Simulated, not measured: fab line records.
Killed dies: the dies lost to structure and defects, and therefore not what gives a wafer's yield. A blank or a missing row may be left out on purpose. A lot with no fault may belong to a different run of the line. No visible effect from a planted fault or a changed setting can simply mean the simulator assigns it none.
fab line records ; flow n5_finfet
record lots=8; wafers=24; last_day=16
route steps=1938 shown BEOL_M0_SAQP@654 BEOL_M4@1111 PASSIVATION@1936
lots that met no fault: taken from a fault-free run of the same line
start_h: hours from the record's opening day to when the first of the lot's shown wafers began ; wait_h: hours elapsed since this lot's preceding step ; " identical to the entry in the row above ; L1.1+2: one row covering several wafers at once ; - no value, or no start was given ; * or withheld: withheld ; < > ~ a bound
route shown NAME@n: names a module that has steps shown in the file, with the first one's number in the route ; usual: mean/standard deviation taken from wafers without a fault ; same: alike in all rows ; chamber/n: place in a boat ; sites: the reading at each site ; _std_site: standard deviation across them ; _edge_site: the outer-site mean with the inner-site mean subtracted ; radius_mm: how far each site lies from the wafer's centre ; mask NAME#n: copy n ; behind: the most recent tool/chamber to have shaped the wafer ; hold: what put the lot on hold/how long, in hours/how the hold closed ; device: the n, p or np transistor that did not switch ; end of line: the same wafers' tests at the end of the route ; a step given without rows: its recipe and nothing more ; killed: dies that structure and defects cost at the first sort, which is not the same as the wafer's yield ; map: dies across one wafer; x = killed, . = not, _ = none there
set.NAME: setting as actually run; set.NAME@STEP: the setting as run at that earlier step ; model.NAME: the simulator's own value behind a step, which no gauge read
one table for each step of the route and one row for each wafer, over a sample of lots
services: from which hour (start_h, from the record's first day; less than 0 if before it) a tool's chamber was out of use, for how many hours, and why
## steps
# step N5_BEOL_M0_SAQP_ETCH_84
# recipe chemistry=N2/H2; target=SOC; target_depth_a=1000; overetch_a=200; mask_material=SiARC; temp_c=40; time_s=150; ion_energy_ev=200; pressure_mtorr=30; source_w=840; bias_w=150; n2_flow_sccm=200; h2_flow_sccm=200
# usual bias_w=150.0/0.46; chamber_pressure_mTorr=30.001/0.028; drypump_motor_current_A=5.6/0.53; oes_product_au=0.69/0.072; rf_vpp_V=525.3/2.7; showerhead_plenum_p_Torr=2.60/0.1; throttle_valve_pct=17.9/0.33
lot.wafer;tool;chamber;start_h;wait_h;bias_w;chamber_pressure_mTorr;drypump_motor_current_A;oes_product_au;rf_hours_counter_h;rf_vpp_V;showerhead_plenum_p_Torr;throttle_valve_pct
L270.2;rie_diel-05;1;110.69;0.0;150.3;30.033;5.7;0.80;25;526.5;2.59;17.8
L270.3;rie_diel-05;2;110.69;0.0;149.3;30.002;5.0;0.66;167;528.3;2.66;18.5
L270.4;rie_diel-05;0;110.69;0.0;150.7;30.002;6.2;0.65;204;521.1;2.41;18.0
L273.1;rie_diel-06;1;126.20;0.0;149.4;30.007;6.6;0.80;21;528.0;2.71;17.5
L273.4;rie_diel-06;0;126.20;0.0;149.4;30.003;5.1;0.68;137;521.3;2.43;17.7
L273.6;rie_diel-06;3;126.20;0.0;150.0;30.004;6.5;0.68;-;526.3;2.65;17.7
L276.1;rie_diel-06;2;142.18;0.0;150.3;30.026;5.9;0.61;232;523.9;2.51;18.1
L276.2;rie_diel-06;3;142.18;0.0;150.3;30.002;6.5;0.68;147;526.4;2.65;17.7
L276.4;rie_diel-06;0;142.18;0.0;149.3;30.021;5.1;0.67;143;521.2;2.43;17.7
L277.1;rie_diel-02;3;152.65;0.0;149.3;30.032;5.5;0.67;142;526.3;2.65;18.0
L277.2;rie_diel-02;0;152.65;0.0;150.1;29.931;5.2;0.68;146;527.1;2.64;18.0
L277.3;rie_diel-02;1;152.65;0.0;149.8;29.999;5.7;0.62;244;519.8;2.41;18.5
L278.1;rie_diel-06;0;158.94;0.0;150.7;29.987;5.1;0.67;148;520.4;2.42;17.7
L278.2;rie_diel-06;1;158.94;0.0;149.9;30.022;6.6;0.79;31;528.1;2.71;17.5
L278.6;rie_diel-06;2;158.94;0.0;149.5;30.010;5.9;0.60;-;522.7;2.50;18.2
L285.1;rie_diel-06;3;203.32;0.0;150.6;30.003;6.5;0.67;162;526.7;2.64;17.8
L285.5;rie_diel-06;0;203.32;0.0;150.2;30.029;5.1;0.66;-;521.2;2.42;17.8
L285.6;rie_diel-06;3;203.32;0.0;150.5;29.968;6.5;0.67;-;527.3;2.64;17.8
L286.1;rie_diel-02;3;206.49;0.0;149.8;29.962;5.5;0.67;159;526.9;2.64;18.0
L286.3;rie_diel-02;0;206.49;0.0;149.2;29.940;5.2;0.66;163;527.3;2.63;18.1
L286.5;rie_diel-02;2;206.49;0.0;150.3;29.986;5.0;0.84;-;529.2;2.70;17.4
L289.2;rie_diel-05;0;224.85;0.0;150.5;29.996;6.2;0.63;232;519.8;2.40;18.1
L289.4;rie_diel-05;3;224.85;0.0;149.8;30.009;5.6;0.66;178;525.9;2.65;17.8
L289.6;rie_diel-05;3;224.85;0.0;149.5;30.001;5.6;0.65;-;525.8;2.65;17.8
# step N5_BEOL_M0_SAQP_HM_OPEN_112
# recipe chemistry=CHF3/O2; target=SiO2; stop_on=a-Si; target_depth_a=120; over_etch_frac=1.25; mask_material=SOC; time_s=13.5; pressure_mtorr=30; source_w=650; bias_w=170; Ar_flow_sccm=200; CHF3_flow_sccm=50; O2_flow_sccm=5; ion_energy_ev=200; ends=end_point
# usual drypump_motor_current_A=5.6/0.53; oes_o_777_au=0.77/0.076; oes_product_au=0.51/0.054; rf_vpp_V=527/7.6; showerhead_plenum_p_Torr=2.45/0.093; throttle_valve_pct=18.89/0.27
lot.wafer;tool;chamber;start_h;wait_h;drypump_motor_current_A;oes_o_777_au;oes_product_au;rf_hours_counter_h;rf_vpp_V;showerhead_plenum_p_Torr;throttle_valve_pct
L270.2;rie_diel-05;1;110.80;0.0;5.7;0.88;0.59;25;535;2.44;18.72
L270.3;rie_diel-05;2;110.80;0.0;5.0;0.74;0.48;167;523;2.51;19.27
L270.4;rie_diel-05;0;110.80;0.0;6.2;0.73;0.48;204;526;2.28;18.97
L273.1;rie_diel-06;1;126.30;0.0;6.6;0.89;0.59;21;527;2.55;18.39
L273.4;rie_diel-06;0;126.30;0.0;5.1;0.75;0.50;138;524;2.31;18.83
L273.6;rie_diel-06;3;126.30;0.0;6.4;0.75;0.50;-;538;2.50;18.60
L276.1;rie_diel-06;2;142.28;0.0;5.9;0.69;0.44;232;515;2.36;19.05
L276.2;rie_diel-06;3;142.28;0.0;6.5;0.74;0.49;147;536;2.50;18.60
L276.4;rie_diel-06;0;142.28;0.0;5.1;0.75;0.49;143;525;2.31;18.83
L277.1;rie_diel-02;3;152.76;0.0;5.5;0.74;0.49;142;523;2.51;19.00
L277.2;rie_diel-02;0;152.76;0.0;5.2;0.77;0.49;146;516;2.49;19.14
L277.3;rie_diel-02;1;152.76;0.0;5.6;0.70;0.45;244;516;2.26;19.23
L278.1;rie_diel-06;0;159.04;0.0;5.2;0.74;0.49;148;523;2.31;18.84
L278.2;rie_diel-06;1;159.04;0.0;6.6;0.87;0.58;31;527;2.54;18.42
L278.6;rie_diel-06;2;159.04;0.0;5.9;0.68;0.44;-;515;2.36;19.05
L285.1;rie_diel-06;3;203.43;0.0;6.5;0.73;0.49;162;539;2.49;18.63
L285.5;rie_diel-06;0;203.43;0.0;5.1;0.73;0.48;-;524;2.30;18.86
L285.6;rie_diel-06;3;203.43;0.0;6.5;0.73;0.49;-;537;2.49;18.64
L286.1;rie_diel-02;3;206.59;0.0;5.5;0.72;0.48;159;523;2.50;19.05
L286.3;rie_diel-02;0;206.59;0.0;5.2;0.75;0.48;163;516;2.49;19.17
L286.5;rie_diel-02;2;206.59;0.0;5.0;0.90;0.62;-;543;2.58;18.59
L289.2;rie_diel-05;0;224.95;0.0;6.1;0.72;0.47;232;526;2.27;19.05
L289.4;rie_diel-05;3;224.95;0.0;5.6;0.73;0.47;178;529;2.51;18.69
L289.6;rie_diel-05;3;224.95;0.0;5.6;0.73;0.48;-;530;2.50;18.68
# step N5_BEOL_M0_SAQP_MANDREL1_REMOVE_100
# recipe chemistry=HBr/Cl2/O2; bt_time_s=10; target=a-Si; stop_on=SiNx; endpoint=OES-SiCl; over_etch_frac=0.85; icp_w=600; bias_w=30; HBr_flow_sccm=150; Cl2_flow_sccm=80; O2_flow_sccm=5; pressure_mtorr=10
# usual HBr_flow_sccm=150.0/0.47; drypump_motor_current_A=5.5/0.43; oes_o_777_au=0.99/0.052; oes_product_au=1.008/0.015; throttle_valve_pct=36.78/0.29
lot.wafer;tool;chamber;start_h;wait_h;HBr_flow_sccm;drypump_motor_current_A;oes_o_777_au;oes_product_au;rf_hours_counter_h;throttle_valve_pct
L270.2;rie_si-06;3;112.24;0.1;150.8;5.0;0.93;0.989;157;36.61
L270.3;rie_si-06;2;112.24;0.1;150.3;5.8;0.93;1.022;4;37.08
L270.4;rie_si-06;1;112.24;0.1;150.3;5.3;1.00;1.012;179;36.53
L273.1;rie_si-05;0;127.56;0.1;149.8;6.3;0.96;1.002;23;37.05
L273.4;rie_si-05;2;127.56;0.1;150.1;5.5;0.97;0.999;159;36.55
L273.6;rie_si-05;3;127.56;0.1;150.3;5.6;1.01;0.996;-;36.51
L276.1;rie_si-04;3;144.32;0.1;148.9;5.3;1.02;0.988;129;36.72
L276.2;rie_si-04;1;144.32;0.1;149.8;5.2;1.05;1.011;82;37.22
L276.4;rie_si-04;2;144.32;0.1;150.1;5.0;1.04;1.013;160;37.13
L277.1;rie_si-06;0;154.17;0.1;150.7;6.2;1.08;1.027;182;36.43
L277.2;rie_si-06;1;154.17;0.1;150.0;5.3;1.01;1.012;179;36.52
L277.3;rie_si-06;3;154.17;0.1;149.3;5.0;0.93;0.979;158;36.62
L278.1;rie_si-06;2;160.32;0.1;151.1;5.8;0.93;1.019;5;37.09
L278.2;rie_si-06;0;160.32;0.1;150.8;6.2;1.07;1.015;182;36.43
L278.6;rie_si-06;0;160.32;0.1;150.9;6.2;1.07;1.018;-;36.41
L285.1;rie_si-06;2;204.90;0.1;150.6;5.8;0.93;1.019;6;37.08
L285.5;rie_si-06;2;204.90;0.1;150.6;5.8;0.92;1.012;-;37.09
L285.6;rie_si-06;1;204.90;0.1;149.5;5.3;1.01;1.018;-;36.53
L286.1;rie_si-05;0;208.01;0.1;149.1;6.3;0.96;0.996;25;37.05
L286.3;rie_si-05;1;208.01;0.1;148.8;5.5;0.97;0.994;35;37.22
L286.5;rie_si-05;1;208.01;0.1;149.7;5.6;0.98;1.001;-;37.21
L289.2;rie_si-06;0;226.48;0.1;150.7;6.1;1.08;1.031;183;36.43
L289.4;rie_si-06;2;226.48;0.1;150.2;5.8;0.94;1.024;6;37.09
L289.6;rie_si-06;3;226.48;0.1;149.8;5.0;0.95;0.992;-;36.62
# step N5_BEOL_M0_SAQP_ETCH_107
# recipe chemistry=CH3F/O2; target=SiNx; target_depth_a=300; mask_material=SOC; pressure_mtorr=30; source_w=395; bias_w=73; Ar_flow_sccm=150; CH3F_flow_sccm=30; O2_flow_sccm=20; ion_energy_ev=120
# usual CH3F_flow_sccm=29.98/0.088; O2_flow_sccm=20.00/0.063; drypump_motor_current_A=5.6/0.48; oes_o_777_au=0.77/0.071; oes_product_au=0.77/0.083; rf_vpp_V=299/4.1; showerhead_plenum_p_Torr=2.04/0.085; throttle_valve_pct=16.45/0.26
lot.wafer;tool;chamber;start_h;wait_h;CH3F_flow_sccm;O2_flow_sccm;drypump_motor_current_A;oes_o_777_au;oes_product_au;rf_hours_counter_h;rf_vpp_V;showerhead_plenum_p_Torr;throttle_valve_pct
L270.2;rie_diel-02;0;113.12;0.0;29.97;20.06;5.2;0.77;0.75;128;293;2.08;16.64
L270.3;rie_diel-02;3;113.12;0.0;29.97;20.01;5.5;0.76;0.76;127;297;2.09;16.50
L270.4;rie_diel-02;0;113.12;0.0;30.01;19.99;5.2;0.78;0.76;-;293;2.08;16.65
L273.1;rie_diel-05;0;128.45;0.0;29.95;19.82;6.2;0.73;0.74;210;300;1.89;16.55
L273.4;rie_diel-05;3;128.45;0.0;30.21;20.11;5.6;0.74;0.75;147;300;2.09;16.18
L273.6;rie_diel-05;2;128.45;0.0;29.86;20.06;5.0;0.74;0.74;-;297;2.08;16.79
L276.1;rie_diel-02;1;145.23;0.1;-;-;-;-;-;-;-;-;-
L276.2;rie_diel-02;0;145.23;0.1;-;-;-;-;-;-;-;-;-
L276.4;rie_diel-02;1;145.23;0.1;-;-;-;-;-;-;-;-;-
L277.1;rie_diel-05;2;155.09;0.0;-;-;-;-;-;-;-;-;-
L277.2;rie_diel-05;3;155.09;0.0;-;-;-;-;-;-;-;-;-
L277.3;rie_diel-05;0;155.09;0.0;-;-;-;-;-;-;-;-;-
L278.1;rie_diel-02;3;161.20;0.0;-;-;-;-;-;-;-;-;-
L278.2;rie_diel-02;1;161.20;0.0;-;-;-;-;-;-;-;-;-
L278.6;rie_diel-02;0;161.20;0.0;-;-;-;-;-;-;-;-;-
L285.1;rie_diel-02;3;205.78;0.0;30.04;19.98;5.5;0.73;0.74;159;296;2.08;16.57
L285.5;rie_diel-02;1;205.78;0.0;30.09;19.95;5.7;0.99;0.99;-;299;2.12;16.38
L285.6;rie_diel-02;0;205.78;0.0;30.01;19.98;5.2;0.76;0.73;-;294;2.07;16.71
L286.1;rie_diel-05;3;209.08;0.0;29.92;20.01;5.6;0.72;0.73;174;301;2.08;16.24
L286.3;rie_diel-05;0;209.08;0.0;29.98;19.94;6.1;0.72;0.72;227;297;1.88;16.58
L286.5;rie_diel-05;2;209.08;0.0;29.94;20.01;5.0;0.72;0.72;-;299;2.07;16.83
L289.2;rie_diel-05;3;227.35;0.0;29.89;20.12;5.6;0.71;0.72;179;300;2.08;16.25
L289.4;rie_diel-05;0;227.35;0.0;29.90;20.00;6.1;0.72;0.72;232;297;1.88;16.60
L289.6;rie_diel-05;3;227.35;0.0;29.94;20.12;5.6;0.72;0.72;-;301;2.08;16.24
# step N5_BEOL_M4_RC_MEAS_101
# usual DIBL_N=36.2/1.7; DIBL_P=36.2/2.2; IOFF_N=0.16/0.035; IOFF_P=0.21/0.042; ION_N=673/13; ION_P=462/7.9; SS_N=71.4/0.59; SS_P=73.2/0.7; VT_N=250/3.6; VT_P=-251/3.5
lot.wafer;tool;chamber;start_h;wait_h;DIBL_N[mV/V];DIBL_P[mV/V];IOFF_N[nA/um];IOFF_P[nA/um];ION_N[uA/um];ION_P[uA/um];SS_N[mV/dec];SS_P[mV/dec];VT_N[mV];VT_P[mV]
L270.2;prober-01;0;158.81;0.2;39.5;39.9;0.20;0.24;672;458;72.9;74.6;248;-248
L270.3;prober-01;0;158.81;0.2;37.5;36.7;0.17;0.20;681;461;71.9;74.5;253;-251
L270.4;prober-01;0;158.81;0.2;34.2;33.5;0.11;0.15;642;443;71.0;72.4;256;-256
L273.1;prober-02;0;175.22;0.0;36.6;37.7;0.20;0.26;688;468;72.1;73.4;243;-246
L273.4;prober-02;0;175.22;0.0;39.1;41.7;0.27;0.34;713;482;71.7;74.9;240;-244
L273.6;prober-02;0;175.22;0.0;39.0;41.1;0.27;0.34;696;476;72.7;74.9;240;-243
L285.1;prober-02;0;250.91;0.0;36.0;36.3;0.17;0.21;684;466;71.8;73.6;251;-251
L285.5;prober-02;0;250.91;0.0;33.5;33.6;0.12;0.18;668;463;70.9;72.8;255;-253
L285.6;prober-02;0;250.91;0.0;37.8;38.1;0.20;0.26;684;464;71.9;74.1;247;-247
L286.1;prober-02;0;253.65;0.0;34.7;33.5;0.11;0.16;652;449;70.9;72.8;255;-254
L286.3;prober-02;0;253.65;0.0;32.8;31.6;0.10;0.13;648;441;70.4;72.4;258;-256
L286.5;prober-02;0;253.65;0.0;34.0;32.5;0.11;0.15;664;447;70.9;72.4;254;-256
L289.2;prober-01;0;287.95;0.2;35.2;34.0;0.13;0.18;668;460;71.4;72.7;250;-253
L289.4;prober-01;0;287.95;0.2;37.4;36.2;0.18;0.22;685;467;71.3;72.8;245;-251
L289.6;prober-01;0;287.95;0.2;36.4;34.2;0.15;0.19;661;455;70.8;73.1;249;-252
# step N5_PASSIVATION_PROBE_49
# usual defect_limited_yield=91.4/1.4; killed_at_M0_to_M3=31/10; killed_at_M4_up=14/5.6; killed_at_contacts=13/6.3; killed_at_front_end=39/10; killed_at_other=4/3.1; killed_dies=101/16; killed_on_rim=13/3.9; killed_open=65/13; killed_short=34/7.2; sort_bin_5_function=5.1/0.88; sort_bin_6_memory=3.2/0.66; sort_n_pass=1079/16; sort_yield_pct=91.4/1.4
# same gross_dies=1180; killed_at_back_side=0; sort_bin_4_leakage[%]=0; sort_bin_8_speed[%]=0
lot.wafer;tool;chamber;start_h;wait_h;defect_limited_yield[%];killed_at_M0_to_M3;killed_at_M4_up;killed_at_contacts;killed_at_front_end;killed_at_other;killed_dies;killed_on_rim;killed_open;killed_short;sort_bin_5_function[%];sort_bin_6_memory[%];sort_n_pass;sort_yield_pct[%]
L276.1;prober-01;-;294.80;0.0;0;1130;6;10;32;2;1180;152;44;27;97.5;2.5;0;0
L276.2;prober-01;-;294.85;0.1;0;1117;13;14;34;2;1180;152;74;26;96.8;3.0;0;0
L276.4;prober-01;-;294.95;0.2;0;1130;9;4;34;3;1180;152;51;29;96.8;2.9;0;0
L277.1;prober-01;-;316.07;0.0;0;1117;9;22;29;3;1180;152;71;37;96.4;3.1;0;0
L277.2;prober-01;-;316.12;0.1;0;1118;10;14;34;4;1180;152;63;35;96.7;3.1;0;0
L277.3;prober-01;-;316.17;0.1;0;1130;3;5;37;5;1180;152;46;35;97.3;2.6;0;0
L278.1;prober-02;-;325.07;0.0;0;1126;8;7;38;1;1180;152;57;40;96.8;3.0;0;0
L278.2;prober-02;-;325.12;0.1;0;1107;13;8;50;2;1180;152;64;45;95.7;3.3;0;0
L278.6;prober-02;-;325.32;0.3;0;1101;11;7;48;13;1180;152;55;44;96.7;2.6;0;0
L286.1;prober-02;-;361.99;0.0;91.6;16;15;25;43;0;99;16;63;36;4.5;3.6;1081;91.6
L286.3;prober-02;-;362.09;0.1;93.1;25;13;6;32;5;81;12;50;29;4.5;2.2;1099;93.1
L286.5;prober-02;-;362.19;0.2;90.8;24;18;21;44;1;108;15;67;39;5.1;3.6;1072;90.8
L285.1;prober-01;-;362.12;0.0;92.0;21;21;15;36;1;94;17;57;33;4.5;3.2;1086;92.0
L285.5;prober-01;-;362.32;0.2;91.9;30;17;13;33;3;96;9;65;29;4.9;2.6;1084;91.9
L285.6;prober-01;-;362.37;0.3;92.1;22;20;15;36;0;93;10;64;26;5.2;2.5;1087;92.1
L289.2;prober-01;-;388.35;0.1;91.2;26;12;7;57;2;104;9;71;33;5.1;3.5;1076;91.2
L289.4;prober-01;-;388.45;0.2;92.2;34;14;12;29;3;92;9;55;36;4.9;2.5;1088;92.2
L289.6;prober-01;-;388.55;0.3;93.0;20;22;13;28;0;83;10;54;29;4.7;2.1;1097;93.0
# killed by level:class
L276.1 BEOL_M0_SAQP:area_etch=1107 FIN_SAQP:geometric_particle:open=8 MOL_CONTACT_COAG:geometric_particle:open=7 FIN_SAQP:geometric_particle:short=6 BEOL_M0_SAQP:geometric_particle:open=6 GATE_CUT:geometric_particle:short=4 BEOL_M1:geometric_particle:short=4 MOL_CONTACT_COAG:geometric_particle:short=3
L276.2 BEOL_M0_SAQP:area_etch=1080 BEOL_M3:geometric_particle:open=16 MOL_CONTACT_COAG:geometric_particle:open=13 FIN_SAQP:geometric_particle:short=7 BEOL_M0_SAQP:geometric_particle:short=6 STI_FIN_REVEAL:geometric_particle:open=5 BEOL_M2:geometric_particle:open=5 DUMMY_GATE:geometric_particle:open=4
L276.4 BEOL_M0_SAQP:area_etch=1099 BEOL_M0_SAQP:geometric_particle:open=13 FIN_SAQP:geometric_particle:short=10 BEOL_M0_SAQP:geometric_particle:short=7 FIN_SAQP:geometric_particle:open=6 BEOL_M1:geometric_particle:open=5 BEOL_M8:geometric_particle:open=4 MOL_CONTACT_COAG:geometric_particle:open=3
L277.1 BEOL_M0_SAQP:area_etch=1072 MOL_CONTACT_COAG:geometric_particle:open=16 BEOL_M1:geometric_particle:open=10 BEOL_M0_SAQP:geometric_particle:short=8 BEOL_M3:geometric_particle:open=8 STI_FIN_REVEAL:geometric_particle:open=7 BEOL_M0_SAQP:geometric_particle:open=7 MOL_CONTACT_COAG:geometric_particle:short=6
L277.2 BEOL_M0_SAQP:area_etch=1081 MOL_CONTACT_COAG:geometric_particle:open=14 BEOL_M0_SAQP:geometric_particle:short=10 BEOL_M0_SAQP:geometric_particle:open=7 STI_FIN_REVEAL:geometric_particle:open=6 BEOL_M3:geometric_particle:open=6 BEOL_M4:geometric_particle:open=5 FIN_SAQP:geometric_particle:open=4
L277.3 BEOL_M0_SAQP:area_etch=1099 BEOL_M0_SAQP:geometric_particle:open=9 STI_FIN_REVEAL:geometric_particle:short=8 STI_FIN_REVEAL:geometric_particle:open=8 BEOL_M3:geometric_particle:open=6 GATE_CUT:geometric_particle:short=5 BEOL_M0_SAQP:geometric_particle:short=5 BEOL_M1:geometric_particle:open=5
L278.1 BEOL_M0_SAQP:area_etch=1083 GATE_CUT:geometric_particle:short=12 BEOL_M2:geometric_particle:open=10 BEOL_M4:geometric_particle:open=6 GATE_CUT:geometric_particle:open=6 BEOL_M3:geometric_particle:open=6 BEOL_M0_SAQP:geometric_particle:short=5 BEOL_M0_SAQP:geometric_particle:open=5
L278.2 BEOL_M0_SAQP:area_etch=1070 BEOL_M2:geometric_particle:open=13 STI_FIN_REVEAL:geometric_particle:open=10 GATE_CUT:geometric_particle:short=10 BEOL_M0_SAQP:geometric_particle:open=7 FIN_SAQP:geometric_particle:short=5 FIN_SAQP:geometric_particle:open=5 BEOL_M0_SAQP:geometric_particle:short=5
L278.6 BEOL_M0_SAQP:area_etch=1079 FIN_SAQP:geometric_particle:short=9 BEOL_M0_SAQP:geometric_particle:short=9 MOL_CONTACT_COAG:geometric_particle:open=7 FIN_SAQP:geometric_particle:open=6 GATE_CUT:geometric_particle:short=6 BEOL_M0_SAQP:geometric_particle:open=6 STI_FIN_REVEAL:geometric_particle:open=5
L286.1 MOL_CONTACT_COAG:geometric_particle:open=19 FIN_SAQP:geometric_particle:short=9 BEOL_M4:geometric_particle:open=9 FIN_SAQP:geometric_particle:open=8 GATE_CUT:geometric_particle:short=8 MOL_CONTACT_COAG:geometric_particle:short=6 BEOL_M0_SAQP:geometric_particle:open=5 STARTING-WAFER:geometric_particle:open=5
L286.3 BEOL_M2:geometric_particle:open=7 FIN_SAQP:geometric_particle:short=6 MOL_CONTACT_COAG:geometric_particle:open=6 GATE_CUT:geometric_particle:short=5 BEOL_M0_SAQP:geometric_particle:open=5 BEOL_M0_SAQP:geometric_particle:short=5 BEOL_M4:geometric_particle:open=5 FIN_SAQP:geometric_particle:open=4
L285.1 MOL_CONTACT_COAG:geometric_particle:open=10 BEOL_M4:geometric_particle:open=8 DUMMY_GATE:geometric_particle:short=6 DUMMY_GATE:geometric_particle:open=6 GATE_CUT:geometric_particle:short=6 BEOL_M0_SAQP:geometric_particle:open=6 MOL_CONTACT_COAG:geometric_particle:short=5 BEOL_M3:geometric_particle:short=5
L286.5 MOL_CONTACT_COAG:geometric_particle:open=20 FIN_SAQP:geometric_particle:short=17 BEOL_M4:geometric_particle:open=9 BEOL_M0_SAQP:geometric_particle:short=8 FIN_SAQP:geometric_particle:open=6 GATE_CUT:geometric_particle:short=6 BEOL_M0_SAQP:geometric_particle:open=6 BEOL_M2:geometric_particle:open=6
L285.5 MOL_CONTACT_COAG:geometric_particle:open=10 FIN_SAQP:geometric_particle:open=9 BEOL_M0_SAQP:geometric_particle:open=7 BEOL_M0_SAQP:geometric_particle:short=7 BEOL_M1:geometric_particle:open=6 BEOL_M5:geometric_particle:open=6 FIN_SAQP:geometric_particle:short=4 STI_FIN_REVEAL:geometric_particle:open=4
L285.6 BEOL_M4:geometric_particle:open=11 MOL_CONTACT_COAG:geometric_particle:open=10 FIN_SAQP:geometric_particle:open=8 DUMMY_GATE:geometric_particle:open=6 BEOL_M3:geometric_particle:short=6 MOL_CONTACT_COAG:geometric_particle:short=5 BEOL_M0_SAQP:geometric_particle:open=5 BEOL_M3:geometric_particle:open=5
L289.2 FIN_SAQP:geometric_particle:open=16 BEOL_M0_SAQP:geometric_particle:open=14 FIN_SAQP:geometric_particle:short=8 STI_FIN_REVEAL:geometric_particle:open=8 GATE_CUT:geometric_particle:short=5 GATE_CUT:geometric_particle:open=5 BEOL_M0_SAQP:geometric_particle:short=5 BEOL_M4:geometric_particle:open=5
L289.4 BEOL_M0_SAQP:geometric_particle:short=9 MOL_CONTACT_COAG:geometric_particle:open=9 BEOL_M3:geometric_particle:open=6 FIN_SAQP:geometric_particle:open=5 GATE_CUT:geometric_particle:short=5 BEOL_M1:geometric_particle:open=5 BEOL_M2:geometric_particle:open=5 FIN_SAQP:geometric_particle:short=4
L289.6 MOL_CONTACT_COAG:geometric_particle:open=9 BEOL_M4:geometric_particle:open=7 FIN_SAQP:geometric_particle:short=6 GATE_CUT:geometric_particle:short=6 BEOL_M5:geometric_particle:open=6 BEOL_M3:geometric_particle:open=5 FIN_SAQP:geometric_particle:open=4 MOL_CONTACT_COAG:geometric_particle:short=4
## services
tool;chamber;start_h;hours;kind
rie_si-05;2;104.00;2.9;repair
rie_diel-02;2;106.52;6.9;repair
rie_diel-02;1;113.58;17.4;repair
rie_si-06;1;114.87;4.9;repair
rie_diel-05;1;115.02;3.4;repair
rie_diel-02;2;118.32;7.8;repair
rie_si-04;3;121.86;1.2;repair
rie_si-05;3;128.71;3.4;repair
rie_diel-02;2;131.09;-;clean
rie_diel-02;2;131.09;-;consumable_replace:focus_ring
rie_diel-02;2;131.09;-;consumable_replace:showerhead
rie_diel-02;2;131.09;30.9;scheduled_down
rie_diel-02;2;131.09;30.9;vent_cycle
rie_si-04;2;132.35;7.1;repair
rie_si-05;3;133.45;6.2;repair
rie_diel-02;3;144.57;4.2;repair
rie_diel-02;-;154.97;0.8;repair
rie_diel-05;0;160.21;8.9;repair
rie_diel-02;1;171.41;-;clean
rie_diel-02;1;171.41;-;consumable_replace:focus_ring
rie_diel-02;1;171.41;-;consumable_replace:showerhead
rie_si-04;2;193.65;6.7;repair
rie_diel-02;2;209.65;5.9;repair
rie_diel-06;-;213.63;0.3;repair
## key
first_sign step=N5_BEOL_M0_SAQP_ETCH_107; reading=tool_record; direction=missing
effect step=N5_PASSIVATION_PROBE_49; reading=killed_at_M0_to_M3; direction=up; sigmas=99+; usual=31; struck=1120
more_kills_born_at N5_BEOL_M0_SAQP_ETCH_107@rie_diel-02=6518; N5_BEOL_M0_SAQP_ETCH_107@rie_diel-05=3252
met_at N5_BEOL_M0_SAQP_ETCH_107
struck_lots L276,L277,L278
later_rows_left_out L276.1,L276.2,L276.4,L277.1,L277.2,L277.3,L278.1,L278.2,L278.6
not_acting_at N5_BEOL_M0_SAQP_ETCH_84,N5_BEOL_M0_SAQP_HM_OPEN_112,N5_BEOL_M0_SAQP_MANDREL1_REMOVE_100
onset_between 128.45 145.23
fault kind=skipped_step_whole; tool=rie_diel-02,rie_diel-05; chamber=-; onset_h=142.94; steps=N5_BEOL_M0_SAQP_ETCH_107; scope=struck_lots_only
# later_rows_left_out: the simulator's readings of these wafers behind a module that went badly wrong aren't trusted and aren't shown, but for the sort
